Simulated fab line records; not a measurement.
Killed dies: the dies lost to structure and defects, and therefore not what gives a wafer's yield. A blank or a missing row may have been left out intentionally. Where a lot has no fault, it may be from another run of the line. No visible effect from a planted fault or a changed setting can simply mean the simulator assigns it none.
Struck lot and sound lot, side by side :: flow nand harc :: 14 out of 1302 route steps
Sound: the wafers L861.1, L861.3, L861.5. Wafers struck: L867.1, L867.5. The cause is given at the end.
For every step that has rows: the tool of each side, followed by ch and its chambers, followed by its first start. Under that, the readings that differ: sound wafers :: struck wafers :: difference of the means :: sigmas: that difference in standard deviations of wafers without a fault.
alike: readings whose means differ by less than 2 such deviations, and words and numbers that are the same on both sides. not compared: withheld readings, readings that some wafer has no value for, bounds like >300 that may hide the same value, and numbers for which the record gives no deviation and whose values overlap.
Wherever a step has rows on one side only, a row that says differs or no value, or a row with sigmas, the two part there. When numbers do not overlap yet have no deviation, they are printed without sigmas and do not part them. Lack of a reading on every wafer of one side parts them only where that side has two or more wafers.

first, 2 steps without rows for these wafers: NHARC_A_SOURCE_PLATE_CVD_03 (deposits poly-Si, target thk 200 nm, time 4000 s); NHARC_A_SOURCE_PLATE_ANNEAL_05 (time 1800 s).
NHARC_A_SOURCE_PLATE_THK_MEAS_06: measures by ellipsometry.
  sound on film metro-01 at day 10 18:37; struck on film metro-01 at day 13 23:40
reading: thk nm (nm)
sound: 203.1 202.5 203.2
struck: 194.3 196.1
difference: -7.7
sigmas: -3
NHARC_A_SOURCE_PLATE_INSPECT_08:
  sound on defect inspect-01 at day 10 18:41; struck on defect inspect-01 at day 13 23:47
  alike: raw defect count
then, no rows for these wafers at 1 step: NHARC_A_ONON_D1_DEP_00 (target thk 1000 nm).
NHARC_A_ONON_D1_THK_MEAS_02: measures by ellipsometry.
  sound on film metro-01 at day 10 19:16; struck on film metro-01 at day 14 00:22
  alike: thk nm
then, no rows for these wafers at 1 step: NHARC_A_ONON_D1_DEP_03 (target thk 1000 nm).
NHARC_A_ONON_D1_THK_MEAS_05: measures by ellipsometry.
  sound on film metro-01 at day 10 19:50; struck on film metro-01 at day 14 00:55
  alike: thk nm
then, no rows for these wafers at 1 step: NHARC_A_ONON_D1_DEP_06 (target thk 1000 nm).
NHARC_A_ONON_D1_THK_MEAS_08: measures by ellipsometry.
  sound on film metro-02 at day 10 20:25; struck on film metro-02 at day 14 01:29
  alike: thk nm
NHARC_A_ONON_D1_DEP_09: target thk 1000 nm.
  sound on pecvd onon-01 ch 0, day 10 20:29; struck on pecvd onon-03 ch 0, day 14 01:32
NHARC_A_ONON_D1_THK_MEAS_11: measures by ellipsometry.
  sound on film metro-02 at day 10 21:01; struck on film metro-02 at day 14 02:05
reading: thk nm (nm)
sound: 991 990 991
struck: 1589 1588
difference: +598
sigmas: +54
then, no rows for these wafers at 1 step: NHARC_A_ONON_D1_DEP_12 (target thk 1000 nm).
-- record jumps: 17 days between struck wafers' starts before vs after; left off in module A_ONON_D1, resumes in module END, first step shown is number 1302 of the route --
NHARC_END_SORT_01:
  sound on prober-02 ch 0, day 28 03:57; struck on prober-01 ch 0, day 31 03:28
reading: killed at array
sound: 86 98 84
struck: 671 669
difference: +581
sigmas: +39

reading: killed dies
sound: 88 102 87
struck: 677 677
difference: +585
sigmas: +39
  alike: killed at other, killed at periphery, killed open, killed short

== WHERE THEY PART ==
First at NHARC_A_SOURCE_PLATE_THK_MEAS_06; last, within this record, at NHARC_END_SORT_01.

WHY: whatever the simulator had introduced
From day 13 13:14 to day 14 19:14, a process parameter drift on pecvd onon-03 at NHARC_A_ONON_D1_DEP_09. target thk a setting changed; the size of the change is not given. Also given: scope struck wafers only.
